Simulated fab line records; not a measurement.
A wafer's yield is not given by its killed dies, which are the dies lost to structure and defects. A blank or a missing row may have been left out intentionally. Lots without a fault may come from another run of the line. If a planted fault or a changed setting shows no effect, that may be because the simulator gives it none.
Comparing a struck lot with a sound one -- flow n5Finfet -- 42 out of 1938 route steps
Sound: the wafers L563.1, L563.4, L563.6. Wafers struck: L555.1, L555.4, L555.6. The cause is given at the end.
For every step that has rows: the tool of each side, followed by ch and its chambers, followed by its first start. Under that, the readings that differ: sound wafers -- struck wafers -- difference of the means -- sigmas: that difference in standard deviations of wafers without a fault.
alike: words and numbers the same on both sides, and readings whose means are apart by under 2 such deviations; not compared: readings that were withheld, readings missing a value for some wafer, numbers with overlapping values and no deviation given by the record, and bounds like >300 which may hide the same value.
Wherever a step has rows on one side only, a row that says differs or no value, or a row with sigmas, the two part there. Non-overlapping numbers with no deviation appear without sigmas and do not part them. Lack of a reading on every wafer of one side parts them only where that side has two or more wafers.

first, 12 steps without rows for these wafers: N5_BEOL_M2_ETCH_77 (etches underlayer in N2/H2, target depth 6.5 nm, time 5.2 s); N5_BEOL_M2_ETCH_69 (etches SiARC in CF4, target depth 15.6 nm, time 26 s); N5_BEOL_M2_ALD_98 (deposits SiO2, target thk 2.5 nm, pulse time 1 s, co reactant pulse time 1 s); N5_BEOL_M2_ETCHBACK_99 (etches SiO2 in CHF3, target depth 5 nm, time 10.4 s); N5_BEOL_M2_ETCH_70 (etches SOC in N2/H2, target depth 80 nm, overetch 24 nm, time 130 s); N5_BEOL_M2_STRIP_71 (strips in N2/H2); N5_BEOL_M2_STRIP_78 (strips in N2/H2); N5_BEOL_M2_VIA_ETCH_34 (etches the open film in C4F6/O2, target depth 69.4 nm, time 65.9 s); N5_BEOL_M2_STRIP_83 (strips in C4F6/O2); N5_BEOL_M2_STRIP_36 (strips in N2/H2); N5_BEOL_M2_TRENCH_ETCH_37 (etches SiOC in C4F6/O2, target depth 55.555 nm, time 29.2 s); N5_BEOL_M2_ETCH_41 (etches SiCN in CH3F/O2, target depth 29.9 nm, time 52.5 s).
N5_BEOL_M2_STRIP_97: strips in N2/H2, time 10 s.
  sound on rieDiel-05 ch 2,3, day 14 02:19; struck on rieDiel-04 ch 2,3, day 11 21:37
  no value came back on the struck wafers for any of 7 readings (biasPowerW (W), chamberPressureMTorr (mTorr) and others); on the sound wafers biasPowerW (W) reads 6.989 7.009 7.000
  not compared: rfHoursCounterH
then, 27 steps without rows for these wafers: N5_BEOL_M2_HM_STRIP_39 (strips TiN in peroxide tin strip, target depth 25 nm, time 158 s); N5_BEOL_M2_SRD_40 (time 30 s); N5_BEOL_M2_PRECLEAN_42 (cleans in residue remover, time 60 s); N5_BEOL_M2_SRD_43 (time 30 s); N5_BEOL_M2_DEGAS_44 (time 60 s); N5_BEOL_M2_PRE_CLEAN_45 (time 30 s); N5_BEOL_M2_ALD_84 (deposits TaN, pulse time 2 s, purge time 3 s, co reactant purge time 2 s); N5_BEOL_M2_SURFACE_TREAT_85; N5_BEOL_M2_CVD_47 (deposits Co from CCTBA/H2, target thk 3 nm, time 223.8 s); N5_BEOL_M2_SPUTTER_48 (material Cu, target thk 4.5 nm, time 8.29 s); N5_BEOL_M2_ANNEAL_49 (time 240 s); N5_BEOL_M2_SPUTTER_79 (material Cu, target thk 4.5 nm, time 8.29 s); N5_BEOL_M2_ANNEAL_80 (time 240 s); N5_BEOL_M2_SPUTTER_81 (material Cu, target thk 4.5 nm, time 8.29 s); N5_BEOL_M2_ANNEAL_82 (time 240 s); N5_BEOL_M2_SPUTTER_86 (material Cu, target thk 4.5 nm, time 8.29 s); N5_BEOL_M2_ANNEAL_87 (time 240 s); N5_BEOL_M2_SPUTTER_88 (material Cu, target thk 4.5 nm, time 8.29 s); N5_BEOL_M2_ANNEAL_89 (time 240 s); N5_BEOL_M2_SPUTTER_90 (material Cu, target thk 4.5 nm, time 8.29 s); N5_BEOL_M2_ANNEAL_91 (time 240 s); N5_BEOL_M2_SPUTTER_92 (material Cu, target thk 4.5 nm, time 8.29 s); N5_BEOL_M2_ANNEAL_93 (time 240 s); N5_BEOL_M2_SPUTTER_94 (material Cu, target thk 4.5 nm, time 8.29 s); N5_BEOL_M2_ANNEAL_95 (time 240 s); N5_BEOL_M2_SPUTTER_96 (material Cu, target thk 4.5 nm, time 8.29 s); N5_BEOL_M2_ECD_50 (material Cu, target thk 300 nm).
-- a jump in the record: the struck wafers' starts before and after are 3 days apart (it breaks off in module BEOL_M2 and resumes in module BEOL_M4, where the first step shown is number 1111 of the route) --
N5_BEOL_M4_RC_MEAS_101:
  sound on prober-01 ch 0, day 17 18:34; struck on prober-02 ch 0, day 14 11:07
reading,sound,struck,difference,sigmas
DIBL_P (mV/V),41 41 39,32 33 36,-7,-2
ION_P (uA/um),485 474 469,450 457 464,-19,-2
VT_P (mV),-243 -246 -248,-255 -254 -254,-9,-2
  alike: DIBL_N, IOFF_N, IOFF_P, ION_N, SS_N, SS_P, VT_N
-- here the record skips 5 days between the struck wafers' starts before and after, leaving off in module BEOL_M4 and picking up in module PASSIVATION (first step shown: number 1936 of the route) --
N5_PASSIVATION_PROBE_49:
  sound on prober-02 at day 22 04:38; struck on prober-02 at day 19 00:02
reading,sound,struck,difference,sigmas
defectLimitedYield (%),93.1 90.6 91.4,85.4 84.1 86.9,-6.2,-4
killed_at_M0_to_M3,26 26 24,107 126 102,+86,+9
killedDies,82 111 101,172 188 154,+73,+4
killedOnRim,11 12 5,27 24 17,+13,+3
killedOpen,53 67 68,121 126 107,+55,+4
killedShort,29 44 33,50 60 45,+16,+2
sort_bin_5_function (%),4.2 5.4 4.6,8.1 9.5 8.3,+3.9,+4
sort_bin_6_memory (%),2.5 3.5 3.7,6.3 6.1 4.2,+2.3,+3
sortNPass,1098 1069 1079,1008 992 1026,-73,-4
sortYieldPct (%),93.1 90.6 91.4,85.4 84.1 86.9,-6.2,-4
  alike: killed_at_M4_up, killedAtContacts, killedAtFrontEnd, killedAtOther

WHERE THEY PART
Last at N5_PASSIVATION_PROBE_49 as far as this record goes, first at N5_BEOL_M2_STRIP_97.

WHY: whatever the simulator had introduced
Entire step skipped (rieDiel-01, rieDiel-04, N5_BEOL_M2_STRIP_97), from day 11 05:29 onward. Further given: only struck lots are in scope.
